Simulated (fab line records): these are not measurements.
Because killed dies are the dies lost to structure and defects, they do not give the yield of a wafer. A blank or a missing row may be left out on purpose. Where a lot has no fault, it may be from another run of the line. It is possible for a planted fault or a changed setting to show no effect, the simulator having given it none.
Which tool is to blame? | flow nand-harc | 12 lots, 36 wafers sampled, at 2 steps of a route of 1159

## WHAT THE GAUGES SHOWED, per wafer
NHARC_P_CONTACT_INSPECT_27.
lot  | measured     | on                | raw-defect-count
L076 | day 5 21:50  | defect-inspect-01 | 275 250 211
L078 | day 6 15:15  | defect-inspect-01 | 208 331 222
L079 | day 7 01:32  | defect-inspect-01 | 330 217 604
L080 | day 7 07:17  | defect-inspect-02 | 291 260 232
L082 | day 7 23:34  | defect-inspect-01 | 283 478 234
L086 | day 9 01:21  | defect-inspect-01 | 468 372 262
L087 | day 9 01:54  | defect-inspect-01 | 286 413 392
L089 | day 9 11:15  | defect-inspect-02 | 275 222 442
L092 | day 10 01:28 | defect-inspect-02 | 282 269 231
L093 | day 10 09:12 | defect-inspect-01 | 358 175 73
L097 | day 11 04:12 | defect-inspect-01 | 155 283 232
L096 | day 11 05:42 | defect-inspect-02 | 207 228 159

## EACH LOT AND THE TOOL THAT RAN IT (in order: tool; ch and the chambers of the sampled wafers; start)
lot  | NHARC_P_CONTACT_PVD_32
L076 | pvd-sputter-02, day 5 21:50 or earlier
L078 | pvd-sputter-02, day 6 15:15 or earlier
L079 | pvd-sputter-02, day 7 01:32 or earlier
L080 | pvd-sputter-03, day 7 07:17 or earlier
L082 | pvd-sputter-03, day 7 23:34 or earlier
L086 | pvd-sputter-03, day 9 01:21 or earlier
L087 | pvd-sputter-03, day 9 01:54 or earlier
L089 | pvd-sputter-01, day 9 11:15 or earlier
L092 | pvd-sputter-03, day 10 01:28 or earlier
L093 | pvd-sputter-01, day 10 09:12 or earlier
L097 | pvd-sputter-03, day 11 04:12 or earlier
L096 | pvd-sputter-02, day 11 05:42 or earlier
- NHARC_P_CONTACT_PVD_32: deposits Ti, target thk 5 nm, time 17.7 s.

## THE ANSWER, worked out from the rows above alone
Rule: what is usual is taken from the lots themselves. The widest of any qualifying gaps counts: lots, ordered by their means at a reading, are off when they make up no more than a third of the lots, leave a main group of 4 or more, and stand apart from it by 3 or more times the standard deviation of that group's means. If all means in a main group match to the digits the tables above print for the reading, that group is not used. A lot without any number at a reading at which 4 lots or more have one is off too. Any other lot the step has rows for is counted as sound.
No lot is off on any of the readings shown, so nothing can be concluded from this.

## WHAT THE SIMULATOR HAD INSERTED
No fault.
